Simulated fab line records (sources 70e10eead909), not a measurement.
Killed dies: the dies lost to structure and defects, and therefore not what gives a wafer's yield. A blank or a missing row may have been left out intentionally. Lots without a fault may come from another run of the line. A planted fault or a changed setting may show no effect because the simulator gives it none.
Chamber matching -- flow nand-harc -- NHARC_A_CHANNEL_FILL_D2_ALD_25 on ald-hk-04: 4 sister chambers
The step deposits SiOx, target thk 60 nm, pulse time 10 s, ald cycles 600. 4 wafers are shown with their chamber, then 9 later ones without.

== WAFERS, EACH WITH ITS CHAMBER ==
wafer,chamber,heater-power-w (W)
L082.4,3,434
L084.2,1,490
L084.3,2,492
L084.5,0,502

== WAFERS WITHOUT THEIR CHAMBER ==
wafer,heater-power-w (W)
L090.1,444
L090.3,523
L090.5,494
L094.2,444
L094.1,490
L094.4,525
L096.2,513
L096.1,492
L096.6,440

== WHICH CHAMBER EACH ONE RAN IN ==
wafer,from the rows above,in truth
L090.1,3,3
L090.3,can't be placed: 0 or 2 or 1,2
L090.5,can't be placed: 2 or 1 or 0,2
L094.2,3,3
L094.1,can't be placed: 1 or 2 or 0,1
L094.4,can't be placed: 0 or 2 or 1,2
L096.2,can't be placed: 0 or 2 or 1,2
L096.1,can't be placed: 2 or 1 or 0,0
L096.6,3,3
Correctly placed: 3 of 9. From these rows, 6 cannot be placed; in 6 the true chamber is one of the candidates. 0 placed wrongly.
How it was worked out, from the rows above alone: a wafer's distance from a chamber is the root of the sum, over the readings, of the square of ((its reading less the chamber's mean) divided by the reading's scatter). If the next closest chamber is less than 2 further off than the closest, the wafer can't be placed; otherwise it belongs to the closest. A chamber's mean is the mean of its shown wafers. The scatter (one wafer shown for each chamber): square how far every hidden wafer sits from the nearest shown wafer, average those squares and take the square root.
